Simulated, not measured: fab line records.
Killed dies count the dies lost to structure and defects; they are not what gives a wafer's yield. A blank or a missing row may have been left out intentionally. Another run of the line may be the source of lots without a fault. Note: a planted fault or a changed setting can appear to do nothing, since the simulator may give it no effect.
Chamber matching :: flow nand harc :: rie diel-11 running NHARC_A_STAIRCASE_ETCHBACK_422: 4 sister chambers
The step etches the open film in CH3F/O2, target depth 40 nm, time 74.286 s. 14 wafers are shown with their chamber, then 7 later ones without.

## EACH WAFER AND ITS CHAMBER
wafer: L075.3
chamber: 1
showerhead plenum p Torr (Torr): 2.39
drypump motor current A (A): 6.1
rf vpp V (V): 243.0

wafer: L075.5
chamber: 1
showerhead plenum p Torr (Torr): 2.39
drypump motor current A (A): 6.2
rf vpp V (V): 242.6

wafer: L075.6
chamber: 2
showerhead plenum p Torr (Torr): 2.42
drypump motor current A (A): 6.6
rf vpp V (V): 244.6

wafer: L078.2
chamber: 1
showerhead plenum p Torr (Torr): 2.39
drypump motor current A (A): 6.2
rf vpp V (V): 241.5

wafer: L078.4
chamber: 3
showerhead plenum p Torr (Torr): 2.48
drypump motor current A (A): 6.1
rf vpp V (V): 245.0

wafer: L078.5
chamber: 3
showerhead plenum p Torr (Torr): 2.48
drypump motor current A (A): 6.1
rf vpp V (V): 245.6

wafer: L079.3
chamber: 3
showerhead plenum p Torr (Torr): 2.48
drypump motor current A (A): 6.1
rf vpp V (V): 244.6

wafer: L079.4
chamber: 1
showerhead plenum p Torr (Torr): 2.39
drypump motor current A (A): 6.2
rf vpp V (V): 242.1

wafer: L079.5
chamber: 3
showerhead plenum p Torr (Torr): 2.48
drypump motor current A (A): 6.1
rf vpp V (V): 245.5

wafer: L083.1
chamber: 2
showerhead plenum p Torr (Torr): 2.40
drypump motor current A (A): 6.5
rf vpp V (V): 243.0

wafer: L083.5
chamber: 2
showerhead plenum p Torr (Torr): 2.40
drypump motor current A (A): 6.6
rf vpp V (V): 244.2

wafer: L083.6
chamber: 3
showerhead plenum p Torr (Torr): 2.47
drypump motor current A (A): 6.1
rf vpp V (V): 244.7

wafer: L090.1
chamber: 0
showerhead plenum p Torr (Torr): 2.28
drypump motor current A (A): 6.2
rf vpp V (V): 241.6

wafer: L090.2
chamber: 1
showerhead plenum p Torr (Torr): 2.37
drypump motor current A (A): 6.2
rf vpp V (V): 244.2

SIGNATURES (means of the wafers above)
reading: showerhead plenum p Torr
chamber 0: 2.2800
chamber 1: 2.3860
chamber 2: 2.4067
chamber 3: 2.4780
scatter within a chamber: 0.00816

reading: drypump motor current A
chamber 0: 6.200
chamber 1: 6.180
chamber 2: 6.567
chamber 3: 6.100
scatter within a chamber: 0.0383

reading: rf vpp V
chamber 0: 241.600
chamber 1: 242.680
chamber 2: 243.933
chamber 3: 245.080
scatter within a chamber: 0.798
Rule: distance of a wafer from a chamber = root of the sum over the readings of ((wafer's reading minus chamber's mean) / reading's scatter) squared. If the next closest chamber is less than 2 further off than the closest, the wafer can't be placed; otherwise it belongs to the closest. The scatter is the square root of a quotient: the sum, over the shown wafers, of each reading's squared deviation from its chamber's mean, divided by wafers minus chambers.

## WAFERS WITHOUT THEIR CHAMBER
wafer: L090.3
showerhead plenum p Torr (Torr): 2.40
drypump motor current A (A): 6.6
rf vpp V (V): 242.5

wafer: L089.3
showerhead plenum p Torr (Torr): 2.40
drypump motor current A (A): 6.6
rf vpp V (V): 243.6

wafer: L089.5
showerhead plenum p Torr (Torr): 2.37
drypump motor current A (A): 6.2
rf vpp V (V): 243.6

wafer: L089.6
showerhead plenum p Torr (Torr): 2.40
drypump motor current A (A): 6.6
rf vpp V (V): 244.6

wafer: L093.2
showerhead plenum p Torr (Torr): 2.37
drypump motor current A (A): 6.2
rf vpp V (V): 242.7

wafer: L093.4
showerhead plenum p Torr (Torr): 2.46
drypump motor current A (A): 6.1
rf vpp V (V): 245.3

wafer: L093.6
showerhead plenum p Torr (Torr): 2.39
drypump motor current A (A): 6.6
rf vpp V (V): 242.3

## WHICH CHAMBER EACH WENT THROUGH
wafer: L090.3
from the rows above: 2
in truth: 2

wafer: L089.3
from the rows above: 2
in truth: 2

wafer: L089.5
from the rows above: 1
in truth: 1

wafer: L089.6
from the rows above: 2
in truth: 2

wafer: L093.2
from the rows above: 1
in truth: 1

wafer: L093.4
from the rows above: 3
in truth: 3

wafer: L093.6
from the rows above: 2
in truth: 2
Correctly placed: 7 of 7. Left unplaced by these rows: 0. Wrongly placed: 0.
